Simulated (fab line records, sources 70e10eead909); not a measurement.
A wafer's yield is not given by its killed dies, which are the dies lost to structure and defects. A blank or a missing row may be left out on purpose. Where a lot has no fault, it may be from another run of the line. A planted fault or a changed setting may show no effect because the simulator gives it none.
Chamber matching :: flow nand_harc :: pecvd-01 running NHARC_A_CONTACT_DEP_29: 3 sister chambers
The step deposits SiON, target thk 70 nm. 16 wafers are shown with their chamber, then 8 later ones without.

WAFERS, EACH WITH ITS CHAMBER
wafer: L747.1
chamber: 0
heater_power_w (W): 887

wafer: L747.4
chamber: 1
heater_power_w (W): 672

wafer: L747.6
chamber: 2
heater_power_w (W): 729

wafer: L746.1
chamber: 2
heater_power_w (W): 720

wafer: L746.2
chamber: 0
heater_power_w (W): 936

wafer: L746.5
chamber: 0
heater_power_w (W): 943

wafer: L749.4
chamber: 1
heater_power_w (W): 627

wafer: L749.5
chamber: 0
heater_power_w (W): 1020

wafer: L749.6
chamber: 2
heater_power_w (W): 784

wafer: L752.2
chamber: 2
heater_power_w (W): 743

wafer: L752.3
chamber: 1
heater_power_w (W): 666

wafer: L752.5
chamber: 2
heater_power_w (W): 746

wafer: L758.1
chamber: 0
heater_power_w (W): 1087

wafer: L758.2
chamber: 1
heater_power_w (W): 572

wafer: L758.4
chamber: 0
heater_power_w (W): 1060

wafer: L760.2
chamber: 0
heater_power_w (W): 1024

SIGNATURES (averages over the wafers above)
reading: heater_power_w
chamber 0: 993.86
chamber 1: 634.25
chamber 2: 744.40
scatter within a chamber: 56
Rule: distance of a wafer from a chamber = root of the sum over the readings of ((wafer's reading minus chamber's mean) / reading's scatter) squared. If the next closest chamber is less than 2 further off than the closest, the wafer can't be placed; otherwise it belongs to the closest. How the scatter is found: for the shown wafers, subtract from each reading the mean of its chamber, square and add these, divide the total by (wafers less chambers), then take the root.

WAFERS WITHOUT THEIR CHAMBER
wafer: L760.3
heater_power_w (W): 683

wafer: L760.4
heater_power_w (W): 704

wafer: L759.1
heater_power_w (W): 628

wafer: L759.2
heater_power_w (W): 898

wafer: L759.5
heater_power_w (W): 909

wafer: L761.1
heater_power_w (W): 994

wafer: L761.2
heater_power_w (W): 607

wafer: L761.6
heater_power_w (W): 980

THE CHAMBER EACH PASSED THROUGH
wafer: L760.3
from the rows above: can't be placed: 1 or 2
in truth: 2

wafer: L760.4
from the rows above: can't be placed: 2 or 1
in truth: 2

wafer: L759.1
from the rows above: can't be placed: 1 or 2
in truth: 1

wafer: L759.2
from the rows above: can't be placed: 0 or 2
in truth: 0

wafer: L759.5
from the rows above: can't be placed: 0 or 2
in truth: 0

wafer: L761.1
from the rows above: 0
in truth: 0

wafer: L761.2
from the rows above: can't be placed: 1 or 2
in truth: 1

wafer: L761.6
from the rows above: 0
in truth: 0
Correctly placed: 2 of 8. Not placeable from these rows: 6 (in 6, the candidates include the true chamber). Wrongly placed: 0.
